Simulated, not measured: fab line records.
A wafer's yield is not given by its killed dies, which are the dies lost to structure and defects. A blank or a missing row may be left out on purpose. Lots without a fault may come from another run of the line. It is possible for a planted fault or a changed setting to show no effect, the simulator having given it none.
The same fault as seen by 2 desks -- flow nandHarc -- each desk holds nothing but its own numbers, with what lay behind them at the end

## THE DEFECT DESK
Lot by lot, what the route's inspections counted, given as the mean of those sampled wafers with a number. If a lot's mean is further than 4 standard deviations from the usual mean, the lot is out of limits and carries the mark OUT (the distance appears in the brackets).
Columns: A = rawDefectCount at NHARC_A_CONTACT_INSPECT_10, usual 29
lot,first seen here,A
L449,day 19 08:16,27
L452,day 19 14:34,31
L456,day 20 16:32,34
L461,day 21 08:43,14
L462,day 21 18:34,41
L464,day 22 11:44,44
Result from this desk: across the 6 lots, nothing is out of limits.

## AT THE TOOL OWNER'S DESK: rieDiel-03
The tool's own readings at NHARC_A_CONTACT_ETCH_92 (etches the open film in CH3F/O2, target depth 40 nm, time 85.7 s): means of the sampled wafers that have a number, for each lot that ran on this tool. If a lot's mean is further than 4 standard deviations from the usual mean, the lot is out of limits and carries the mark OUT (the distance appears in the brackets).
Columns: A = chamberPressureMTorr at NHARC_A_CONTACT_ETCH_92, usual 24.997 mTorr; B = drypumpMotorCurrentA at NHARC_A_CONTACT_ETCH_92, usual 5.7 A; C = oesProductAu at NHARC_A_CONTACT_ETCH_92, usual 0.94 a.u.; D = rfFwdPowerW at NHARC_A_CONTACT_ETCH_92, usual 496.3 W; E = rfVppV at NHARC_A_CONTACT_ETCH_92, usual 243.8 V; F = showerheadPlenumPTorr at NHARC_A_CONTACT_ETCH_92, usual 2.42 Torr; G = throttleValvePct at NHARC_A_CONTACT_ETCH_92, usual 20.663 %
lot,first seen here,A,B,C,D,E,F,G
L449,day 19 10:27,24.998,5.8,0.92,495.5,242.3,2.31,20.655
L456,day 20 19:19,24.998,5.9,0.86,496.0,243.7,2.38,20.656
L461,day 21 10:56,25.003,5.7,0.87,496.4,243.0,2.32,20.667
Result from this desk: across the 3 lots, nothing is out of limits.

## TAKEN TOGETHER
Nothing the defect desk looked at was out of limits.
The desk of the tool owner found nothing out of limits.

## WHAT THE SIMULATOR PUT IN
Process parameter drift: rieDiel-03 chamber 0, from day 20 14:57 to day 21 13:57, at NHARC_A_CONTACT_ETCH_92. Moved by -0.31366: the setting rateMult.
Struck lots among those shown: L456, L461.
